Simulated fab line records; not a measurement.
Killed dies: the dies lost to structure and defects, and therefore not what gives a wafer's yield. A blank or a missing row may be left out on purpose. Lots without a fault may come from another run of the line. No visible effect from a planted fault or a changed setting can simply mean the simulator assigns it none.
fab line records	flow nand-harc
[record] lots = 13	wafers = 39	last-day = 24
route steps=1159 shown P_ZERO_WELL@14 P_STI@72 P_GATE@141 END@1159
lots with no fault: from the same line, run without faults
start-h: start of the lot's first displayed wafer, in hours after the record's first day	wait-h: time in hours since the lot's previous step	" identical to the entry in the row above	L1.1+2: a row that stands for several wafers	- either no value or no given start	* or withheld: withheld	< > ~ a bound
route shown NAME@n: names a module that has steps shown in the file, with the first one's number in the route	usual: the fault-free wafers' mean and standard deviation	same: alike in all rows	chamber/n: place in a boat	sites: each site's reading	_std_site: their standard deviation	_edge_site: the outer-site mean with the inner-site mean subtracted	radius-mm: how far each site lies from the wafer's centre	mask NAME#n: copy n	behind: the tool/chamber that last shaped the wafer	hold: what put the lot on hold/how long, in hours/how the hold closed	device: names the non-switching transistor (n, p or np)	end of line: the route-end tests of the same wafers	a step with no rows: only its recipe	killed: the dies lost at the first sort to structure and to defects; this is not the yield of the wafer	map: per-die view of a wafer (x killed, . not killed, _ where there is no die)
set.NAME: the setting that was run; set.NAME@STEP: the one run at that earlier step	model.NAME: the simulator's own value behind a step, which no gauge read
route steps across a sampled set of lots; one table per step, one row per wafer
services: a tool's chamber out of use, with start hour (start-h, from the record's first day; less than 0 if before it), hours out, and reason
[[steps]]
[step NHARC_P_ZERO_WELL_CD_MEAS_11]
[recipe] target-cd-nm = 500	landing-energy-ev = 500
[usual] cd-nm = 500.2/2
lot.wafer	tool	chamber	start-h	wait-h	cd-nm
L458.3	cd-sem-01	0	13.36	-	499.5
L458.4	"	0	"	"	498.2
L458.6	"	0	"	"	499.7
L459.1	cd-sem-02	0	19.31	-	498.7
L459.4	"	0	"	"	496.9
L459.6	"	0	"	"	499.0
L460.2	cd-sem-03	0	25.24	-	497.8
L460.3	"	0	"	"	502.0
L460.6	"	0	"	"	500.3
L463.3	cd-sem-03	0	43.12	-	501.9
L463.4	"	0	"	"	497.3
L463.6	"	0	"	"	501.3
L465.1	cd-sem-03	0	55.12	-	502.8
L465.2	"	0	"	"	498.7
L465.5	"	0	"	"	498.7
L466.1	cd-sem-03	0	61.12	-	501.0
L466.2	"	0	"	"	501.1
L466.4	"	0	"	"	502.2
L467.1	cd-sem-01	0	67.25	-	503.2
L467.4	"	0	"	"	501.6
L467.5	"	0	"	"	500.8
L468.3	cd-sem-03	0	73.12	-	498.7
L468.4	"	0	"	"	499.4
L468.6	"	0	"	"	499.0
L475.2	cd-sem-01	0	115.26	-	497.7
L475.3	"	0	"	"	500.6
L475.6	"	0	"	"	503.8
L476.2	cd-sem-02	0	121.24	-	495.6
L476.3	"	0	"	"	500.9
L476.6	"	0	"	"	498.6
L479.2	cd-sem-03	0	139.25	-	503.4
L479.3	"	0	"	"	500.1
L479.4	"	0	"	"	499.8
L480.1	cd-sem-03	0	145.25	-	496.9
L480.3	"	0	"	"	499.2
L480.4	"	0	"	"	499.2
L481.4	cd-sem-03	0	151.12	-	498.2
L481.5	"	0	"	"	498.5
L481.6	"	0	"	"	500.1
[step NHARC_P_ZERO_WELL_DESCUM_13]
[recipe] time-s = 3	o2-flow-sccm = 200	ar-flow-sccm = 0	bias-power-w = 0	chemistry = O2
[usual] drypump-motor-current-A = 5.6/0.31	o2-flow-sccm = 200.0/0.6	oes-product-au = 0.996/0.01	rf-vpp-V = 58.0/0.85	showerhead-plenum-p-Torr = 1.97/0.08	throttle-valve-pct = 11.311/0.0085
lot.wafer	tool	chamber	start-h	wait-h	drypump-motor-current-A	o2-flow-sccm	oes-product-au	rf-hours-counter-h	rf-vpp-V	showerhead-plenum-p-Torr	throttle-valve-pct
L458.3	rie-diel-08	2	13.51	-	5.3	200.0	0.999	4	57.6	1.85	11.313
L458.4	"	3	"	"	6.1	199.7	0.970	4	58.5	2.03	11.327
L458.6	"	2	"	"	5.3	199.2	0.997	-	57.2	1.85	11.297
L459.4	rie-diel-01	0	19.50	-	5.6	200.2	1.005	4	57.5	1.96	11.314
L459.1	"	1	"	"	5.8	199.9	1.008	3	57.9	2.02	11.309
L459.6	"	3	"	"	5.1	200.4	0.996	-	57.4	2.02	11.319
L460.3	rie-diel-04	3	25.40	-	5.4	200.6	1.015	7	57.5	1.81	11.318
L460.2	"	0	"	"	5.8	200.4	1.018	7	57.1	1.92	11.310
L460.6	"	0	"	"	5.8	200.3	1.016	-	56.4	1.92	11.315
L463.3	rie-diel-04	1	43.27	-	5.1	199.6	1.003	10	59.0	2.05	11.323
L463.6	"	2	"	"	6.0	200.3	0.999	-	58.4	1.93	11.310
L463.4	"	3	"	"	5.4	199.6	1.005	-	56.8	1.81	11.315
L465.1	rie-diel-08	0	55.29	-	5.6	200.7	1.015	5	57.0	2.07	11.307
L465.2	"	1	"	"	5.5	199.7	0.991	8	58.9	1.92	11.314
L465.5	"	3	"	"	6.0	198.9	0.987	-	58.5	2.03	11.310
L466.4	rie-diel-04	1	61.28	-	5.1	199.7	1.007	11	58.5	2.05	11.321
L466.1	"	2	"	"	6.0	200.2	0.998	10	58.9	1.93	11.303
L466.2	"	3	"	"	5.4	199.2	1.003	10	58.8	1.81	11.329
L467.1	rie-diel-04	2	67.41	-	6.0	199.3	0.998	11	58.5	1.93	11.321
L467.4	"	3	"	"	5.4	200.0	0.995	10	57.3	1.81	11.330
L467.5	"	2	"	"	6.0	199.6	0.999	-	56.3	1.93	11.324
L468.3	rie-diel-01	1	73.27	-	5.8	199.9	0.987	7	58.5	2.02	11.303
L468.4	"	2	"	"	5.8	199.9	0.986	6	59.5	2.01	11.307
L468.6	"	1	"	"	5.8	200.4	0.992	-	58.2	2.02	11.306
L475.2	rie-diel-01	3	115.41	-	5.1	200.0	0.993	9	58.1	2.02	11.312
L475.3	"	0	"	"	5.6	200.8	1.008	9	57.3	1.96	11.329
L475.6	"	3	"	"	5.1	199.0	0.993	-	59.2	2.02	11.298
L476.2	rie-diel-01	0	121.40	-	5.6	200.2	1.009	10	57.2	1.96	11.306
L476.3	"	2	"	"	5.9	200.1	0.991	8	56.9	2.01	11.319
L476.6	"	0	"	"	5.6	200.8	1.000	-	57.8	1.96	11.302
L479.3	rie-diel-04	1	139.41	-	5.1	200.4	0.988	1	59.4	2.05	11.304
L479.2	"	3	"	"	5.4	199.5	0.993	2	55.9	1.81	11.317
L479.4	"	0	"	"	5.8	198.8	1.006	2	57.2	1.92	11.323
L480.1	rie-diel-08	0	145.42	-	5.6	200.8	1.016	0	57.6	2.06	11.311
L480.3	"	1	"	"	5.5	199.4	0.991	0	58.7	1.92	11.295
L480.4	"	3	"	"	6.0	198.9	0.989	0	58.6	2.03	11.308
L481.4	rie-diel-08	1	151.30	-	5.5	200.7	0.983	1	58.9	1.92	11.324
L481.5	"	2	"	"	5.3	199.3	0.993	-	57.1	1.85	11.316
L481.6	"	3	"	"	6.0	199.9	0.996	-	59.7	2.03	11.318
[step NHARC_P_STI_OXIDE_29]
[recipe] target-thk-a = 100	temp-c = 900	ox-time-s = 1362	material = SiO2
lot.wafer	tool	chamber	start-h	wait-h
L458.3+4+6	furnace-03	0	25.69	-
L459.1+4+6	furnace-06	0	32.49	-
L460.2+3+6	furnace-06	0	32.49	-
L463.3+4+6	furnace-03	0	54.72	-
L465.1+2+5	furnace-03	0	65.46	-
L466.1+2+4	furnace-05	0	72.01	-
L467.1+4+5	furnace-05	0	79.18	-
L468.3+4+6	furnace-06	0	83.92	-
L475.2+3+6	furnace-06	0	125.66	-
L476.2+3+6	furnace-06	0	133.76	-
L479.2+3+4	furnace-05	0	152.91	-
L480.1+3+4	furnace-05	0	152.91	-
L481.4+5+6	furnace-05	0	161.42	-
[step NHARC_P_STI_INSPECT_11]
[usual] raw-defect-count = 5.6/2.6
lot.wafer	tool	chamber	start-h	wait-h	raw-defect-count
L458.3	defect-inspect-01	-	37.24	0.0	4
L458.4	"	-	"	"	5
L458.6	"	-	"	"	9
L459.1	defect-inspect-02	-	44.02	0.0	5
L459.4	"	-	"	"	8
L459.6	"	-	"	"	3
L460.2	defect-inspect-01	-	44.06	0.0	4
L460.3	"	-	"	"	5
L460.6	"	-	"	"	6
L463.3	defect-inspect-01	-	66.22	0.0	5
L463.4	"	-	"	"	8
L463.6	"	-	"	"	8
L465.1	defect-inspect-01	-	77.00	0.0	4
L465.2	"	-	"	"	3
L465.5	"	-	"	"	3
L466.1	defect-inspect-02	-	83.49	0.0	770
L466.2	"	-	"	"	723
L466.4	"	-	"	"	759
L467.1	defect-inspect-01	-	90.57	0.0	812
L467.4	"	-	"	"	731
L467.5	"	-	"	"	713
L468.3	defect-inspect-01	-	95.46	0.0	4
L468.4	"	-	"	"	8
L468.6	"	-	"	"	5
L475.2	defect-inspect-02	-	137.11	0.0	3
L475.3	"	-	"	"	2
L475.6	"	-	"	"	3
L476.2	defect-inspect-02	-	145.26	0.0	4
L476.3	"	-	"	"	5
L476.6	"	-	"	"	3
L479.2	defect-inspect-01	-	164.25	0.0	6
L479.3	"	-	"	"	2
L479.4	"	-	"	"	5
L480.1	defect-inspect-02	-	164.41	0.0	5
L480.3	"	-	"	"	3
L480.4	"	-	"	"	7
L481.4	defect-inspect-01	-	172.94	0.0	8
L481.5	"	-	"	"	6
L481.6	"	-	"	"	11
[step NHARC_P_GATE_CD_MEAS_26]
[recipe] target-cd-nm = 120	landing-energy-ev = 500
[usual] cd-nm = 120.0/0.56
lot.wafer	tool	chamber	start-h	wait-h	cd-nm
L458.3	cd-sem-02	0	89.38	-	119.1
L458.4	"	0	"	"	119.0
L458.6	"	0	"	"	119.4
L459.1	cd-sem-02	0	97.82	-	120.7
L459.4	"	0	"	"	119.8
L459.6	"	0	"	"	120.3
L460.2	cd-sem-01	0	98.42	-	121.2
L460.3	"	0	"	"	119.7
L460.6	"	0	"	"	119.9
L465.1	cd-sem-03	0	127.76	-	119.7
L465.2	"	0	"	"	120.1
L465.5	"	0	"	"	119.6
L463.3	cd-sem-02	0	128.21	-	119.2
L463.4	"	0	"	"	119.1
L463.6	"	0	"	"	118.8
L466.1	cd-sem-03	0	137.61	-	119.8
L466.2	"	0	"	"	119.7
L466.4	"	0	"	"	119.9
L467.1	cd-sem-01	0	141.84	-	120.1
L467.4	"	0	"	"	119.8
L467.5	"	0	"	"	120.5
L468.3	cd-sem-02	0	142.09	-	120.9
L468.4	"	0	"	"	120.8
L468.6	"	0	"	"	120.6
L475.2	cd-sem-02	0	192.25	-	119.7
L475.3	"	0	"	"	120.4
L475.6	"	0	"	"	119.7
L476.2	cd-sem-01	0	199.23	-	120.1
L476.3	"	0	"	"	120.4
L476.6	"	0	"	"	120.1
L479.2	cd-sem-01	0	217.08	-	120.1
L479.3	"	0	"	"	119.5
L479.4	"	0	"	"	119.9
L480.1	cd-sem-03	0	217.25	-	119.7
L480.3	"	0	"	"	119.7
L480.4	"	0	"	"	120.6
L481.4	cd-sem-03	0	228.21	-	120.7
L481.5	"	0	"	"	119.9
L481.6	"	0	"	"	120.7
[step NHARC_END_SORT_01]
[recipe] temp-c = 25
[usual] killed-at-array = 25/9.5	killed-at-other = 0.8/1.2	killed-at-periphery = 3.4/2.2	killed-dies = 29/10	killed-open = 3.3/1.8	killed-short = 2.1/1.4
[same] gross-dies = 677
lot.wafer	tool	chamber	start-h	wait-h	killed-at-array	killed-at-other	killed-at-periphery	killed-dies	killed-open	killed-short
L460.2	prober-02	0	465.93	2.8	25	0	5	30	3	1
L460.3	prober-02	0	466.73	3.1	30	0	3	33	2	2
L460.6	prober-02	0	469.14	4.0	28	0	4	32	6	1
L466.1	prober-02	0	495.38	2.5	7	0	457	464	2	0
L466.2	prober-02	0	496.18	2.8	9	1	411	421	1	1
L466.4	prober-02	0	497.78	3.4	12	0	448	460	3	4
L467.1	prober-01	0	503.06	2.5	8	0	477	485	0	1
L467.4	prober-01	0	505.45	3.4	19	0	434	453	2	0
L467.5	prober-01	0	506.25	3.7	17	0	431	448	2	1
L479.2	prober-01	0	584.26	2.8	14	0	6	20	4	0
L479.3	prober-01	0	585.05	3.1	26	2	4	32	4	2
L479.4	prober-01	0	585.84	3.4	15	0	3	18	5	0
// killed by level:class
L460.2 A_CHANNEL_HOLE_D1:chamber-film-flake=12 A_SLIT:chamber-film-flake=8 A_STAIRCASE:chamber-film-flake=2 P_GATE:geometric-particle:short=1 P_M1:geometric-particle:open=1 P_BONDPAD:geometric-particle:open=1 A_CHANNEL_HOLE_D1:geometric-particle:open=1 P_GATE:chamber-film-flake=1
L460.3 A_CHANNEL_HOLE_D1:chamber-film-flake=16 A_SLIT:chamber-film-flake=8 A_CONTACT:chamber-film-flake=2 P_M0:geometric-particle:short=1 P_M0:geometric-particle:open=1 A_SGD_CUT:geometric-particle:short=1 A_M0:geometric-particle:open=1 P_STI:chamber-film-flake=1
L460.6 A_CHANNEL_HOLE_D1:chamber-film-flake=14 A_SLIT:chamber-film-flake=6 A_WL_FILL:geometric-particle:open=2 A_CONTACT:chamber-film-flake=2 P_GATE:geometric-particle:open=1 P_CONTACT:geometric-particle:short=1 P_M0:geometric-particle:open=1 A_CONTACT:geometric-particle:open=1
L466.1 P_STI:unspecified=455 A_CONTACT:chamber-film-flake=3 A_CHANNEL_HOLE_D1:chamber-film-flake=2 P_CONTACT:geometric-particle:open=1 A_SLIT:geometric-particle:open=1 A_CHANNEL_FILL_D1:chamber-film-flake=1 P_STI:chamber-film-flake=1
L466.2 P_STI:unspecified=411 A_CONTACT:chamber-film-flake=3 A_CHANNEL_HOLE_D1:chamber-film-flake=2 A_WL_FILL:chamber-film-flake=2 A_CHANNEL_FILL_D1:geometric-particle:open=1 A_CONTACT:geometric-particle:short=1 THIN_TSV:chamber-film-flake=1
L466.4 P_STI:unspecified=446 A_CONTACT:chamber-film-flake=3 P_M0:geometric-particle:open=2 A_CHANNEL_FILL_D1:geometric-particle:short=2 A_CHANNEL_FILL_D1:chamber-film-flake=2 A_WL_FILL:chamber-film-flake=2 A_SGD_CUT:geometric-particle:short=1 A_WL_FILL:geometric-particle:short=1
L467.1 P_STI:unspecified=471 A_CHANNEL_HOLE_D1:chamber-film-flake=6 P_CONTACT:chamber-film-flake=2 P_STI:chamber-film-flake=2 A_BLC:geometric-particle:short=1 P_ZERO_WELL:chamber-film-flake=1 P_GATE:chamber-film-flake=1 A_CONTACT:chamber-film-flake=1
L467.4 P_STI:unspecified=426 A_CHANNEL_HOLE_D1:chamber-film-flake=13 P_CONTACT:chamber-film-flake=6 A_CONTACT:chamber-film-flake=3 A_CHANNEL_FILL_D1:geometric-particle:open=1 A_M0:geometric-particle:open=1 P_GATE:chamber-film-flake=1 P_STI:chamber-film-flake=1
L467.5 P_STI:unspecified=427 A_CHANNEL_HOLE_D1:chamber-film-flake=12 P_M2:geometric-particle:open=1 A_CHANNEL_FILL_D1:geometric-particle:open=1 A_SGD_CUT:geometric-particle:short=1 P_GATE:chamber-film-flake=1 P_CONTACT:chamber-film-flake=1 A_STAIRCASE:chamber-film-flake=1
L479.2 A_CHANNEL_HOLE_D1:chamber-film-flake=9 P_M1:chamber-film-flake=4 A_STAIRCASE:chamber-film-flake=2 P_M1:geometric-particle:open=1 P_M2:geometric-particle:open=1 A_CONTACT:geometric-particle:open=1 A_M0:geometric-particle:open=1 A_CONTACT:chamber-film-flake=1
L479.3 A_CHANNEL_HOLE_D1:chamber-film-flake=12 A_CONTACT:chamber-film-flake=5 A_STAIRCASE:chamber-film-flake=3 A_BLC:geometric-particle:open=2 P_M1:chamber-film-flake=2 THIN_TSV:chamber-film-flake=2 P_GATE:geometric-particle:open=1 A_SOURCE_PLATE:geometric-particle:short=1
L479.4 A_CHANNEL_HOLE_D1:chamber-film-flake=8 P_M1:chamber-film-flake=3 A_ONON_D1:geometric-particle:open=2 A_CONTACT:geometric-particle:open=1 A_BLC:geometric-particle:open=1 A_M0:geometric-particle:open=1 A_STAIRCASE:chamber-film-flake=1 A_SLIT:chamber-film-flake=1
[[services]]
tool	chamber	start-h	hours	kind
rie-diel-04	0	-7.10	-	clean
rie-diel-04	1	-7.10	-	clean
rie-diel-04	2	-7.10	-	clean
rie-diel-04	3	-7.10	-	clean
rie-diel-08	2	-5.34	7.6	repair
rie-diel-01	1	2.89	1.9	repair
rie-diel-04	0	17.43	-	clean
rie-diel-04	1	17.43	-	clean
rie-diel-04	2	17.43	-	clean
rie-diel-04	3	17.43	-	clean
rie-diel-04	3	29.25	2.6	repair
rie-diel-04	0	33.17	12.5	repair
rie-diel-08	0	37.74	15.8	repair
rie-diel-04	1	41.93	-	clean
rie-diel-04	2	41.93	-	clean
rie-diel-04	3	41.93	-	clean
rie-diel-04	0	66.43	-	clean
rie-diel-04	1	66.43	-	clean
rie-diel-04	2	66.43	-	clean
rie-diel-04	3	66.43	-	clean
rie-diel-04	-	111.90	9.0	pm
rie-diel-08	-	124.80	9.0	pm
rie-diel-01	-	137.82	9.0	pm
rie-diel-04	-	155.73	1.1	repair
[[key]]
[first-sign] step = NHARC_P_STI_INSPECT_11	reading = raw-defect-count	direction = up	sigmas = 99+	usual = 5.6	struck = 751.3
[effect] step = NHARC_END_SORT_01	reading = killed-at-periphery	direction = up	sigmas = 99+	usual = 3.4	struck = 443
[more-kills-born-at] NHARC_P_STI_OXIDE_29@furnace-05 = 2636
met-at NHARC_P_STI_OXIDE_29
struck-lots L466,L467
tester-left-out L466,L467
not-acting-at NHARC_P_ZERO_WELL_CD_MEAS_11,NHARC_P_ZERO_WELL_DESCUM_13,NHARC_P_GATE_CD_MEAS_26
[fault] kind = chamber-particle-source	tool = furnace-05	chamber = -	onset-h = 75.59	steps = NHARC_P_STI_OXIDE_29	rate-per-visit-cm2 = 1.1767	end-h = 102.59
// tester-left-out: of these lots the tester's yield and bins aren't shown, on N5 and GAA mostly nor the transistor test; their killed dies are dies lost to structure and defects alone, not to doping, threshold or leakage, so they don't give the yield
